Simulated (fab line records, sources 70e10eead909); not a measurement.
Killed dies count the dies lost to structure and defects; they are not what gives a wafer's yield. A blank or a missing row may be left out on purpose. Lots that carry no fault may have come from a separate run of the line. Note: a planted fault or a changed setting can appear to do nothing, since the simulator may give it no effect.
Struck lot and sound lot, side by side    flow nandHarc    14 out of 1302 route steps
Sound: the wafers L556.1, L556.3, L556.4. Struck: wafer L563.5 (left out: L563.3, a lot-mate that was not struck); the cause follows at the end.
Per side, at each step with rows, come the tool, then ch with its chambers, and then its first start. Under that, the readings that differ: sound wafers    struck wafers    difference of the means    sigmas: that difference in standard deviations of wafers without a fault.
alike: readings whose means differ by less than 2 such deviations, and words and numbers that are the same on both sides. not compared: withheld readings, readings that some wafer has no value for, bounds like >300 that may hide the same value, and numbers for which the record gives no deviation and whose values overlap.
The two part at a step that has a row with sigmas, a row that says differs or no value, or rows on one side only. Numbers that have no deviation but don't overlap get no sigmas and don't part them. Lack of a reading on every wafer of one side parts them only where that side has two or more wafers.

NHARC_A_CHANNEL_HOLE_D2_CD_MEAS_31:
  sound on cdSem-01 at day 17 04:42; struck on cdSem-03 at day 20 00:56
  alike: cdNm
NHARC_A_CHANNEL_HOLE_D2_XSEM_32:
  sound on xsem-01 ch 0, day 17 04:47; struck on xsem-02 ch 0, day 20 01:01
  alike: botCdNm, bowNm, tiltDeg
NHARC_A_CHANNEL_HOLE_D2_INSPECT_40:
  sound on defectInspect-02 at day 17 04:53; struck on defectInspect-01 at day 20 01:07
  alike: rawDefectCount
then, 2 steps without rows for these wafers: NHARC_A_CHANNEL_FILL_D2_PRECLEAN_00 (cleans in SC1); NHARC_A_CHANNEL_FILL_D2_SRD_01.
NHARC_A_CHANNEL_FILL_D2_ALD_02: deposits SiO2, target thk 6 nm, pulse time 10 s, ald cycles 60.
  sound on aldHk-02 ch 0,2,3, day 17 05:04; struck on aldHk-02 ch 3, day 20 01:18
reading                  sound              struck  difference  sigmas
precursorPulseHeightRel  0.999 0.958 1.010  1.038   +0.049      +3
  alike: heaterPowerW
NHARC_A_CHANNEL_FILL_D2_ALD_03: deposits SiNx, target thk 6 nm, pulse time 60 s, ald cycles 58.
  sound: aldSinBatch-01 ch 0; struck: aldSinBatch-02 ch 0
  alike: precursorPulseHeightRel
then, 2 steps without rows for these wafers: NHARC_A_CHANNEL_FILL_D2_ALD_14 (deposits SiO2, target thk 2.5 nm, pulse time 10 s, ald cycles 25); NHARC_A_CHANNEL_FILL_D2_ALD_15 (deposits SiNx, target thk 2 nm, pulse time 60 s, ald cycles 19).
NHARC_A_CHANNEL_FILL_D2_ALD_16: deposits SiO2, target thk 1.5 nm, pulse time 10 s, ald cycles 15.
  sound on aldHk-04 ch 1,2,3, day 17 17:17; struck on aldHk-03 ch 0, day 20 13:31
  alike: heaterPowerW, precursorPulseHeightRel
then, 2 steps without rows for these wafers: NHARC_A_CHANNEL_FILL_D2_ANNEAL_17 (time 1800 s); NHARC_A_CHANNEL_FILL_D2_CVD_18 (deposits poly-Si, target thk 3 nm).
NHARC_A_CHANNEL_FILL_D2_ETCHBACK_19: etches the open film in HBr/Cl2, target depth 5 nm, time 1.7 s.
  sound on rieSi-02 ch 0,2,3, day 18 08:59; struck on rieSi-02 ch 1, day 21 01:21
reading              sound              struck  difference  sigmas
oesProductAu (a.u.)  1.006 0.995 1.003  0.926   -0.075      -9
  alike: drypumpMotorCurrentA, rfFwdPowerW, throttleValvePct
  not compared: rfHoursCounterH
NHARC_A_CHANNEL_FILL_D2_ETCHBACK_20: etches the open film in C4F8/O2/Ar, target depth 27 nm, time 13.5 s.
  sound on rieDiel-08 ch 1,2,3, day 18 09:07; struck on rieDiel-13 ch 3, day 21 01:29
  alike: oesProductAu, rfFwdPowerW, rfVppV
  not compared: rfHoursCounterH

== WHERE THEY PART ==
First at NHARC_A_CHANNEL_FILL_D2_ALD_02; last, within this record, at NHARC_A_CHANNEL_FILL_D2_ETCHBACK_19. Later steps at which nothing parts them and some readings are alike: NHARC_A_CHANNEL_FILL_D2_ETCHBACK_20.

WHY: what had been put in by the simulator
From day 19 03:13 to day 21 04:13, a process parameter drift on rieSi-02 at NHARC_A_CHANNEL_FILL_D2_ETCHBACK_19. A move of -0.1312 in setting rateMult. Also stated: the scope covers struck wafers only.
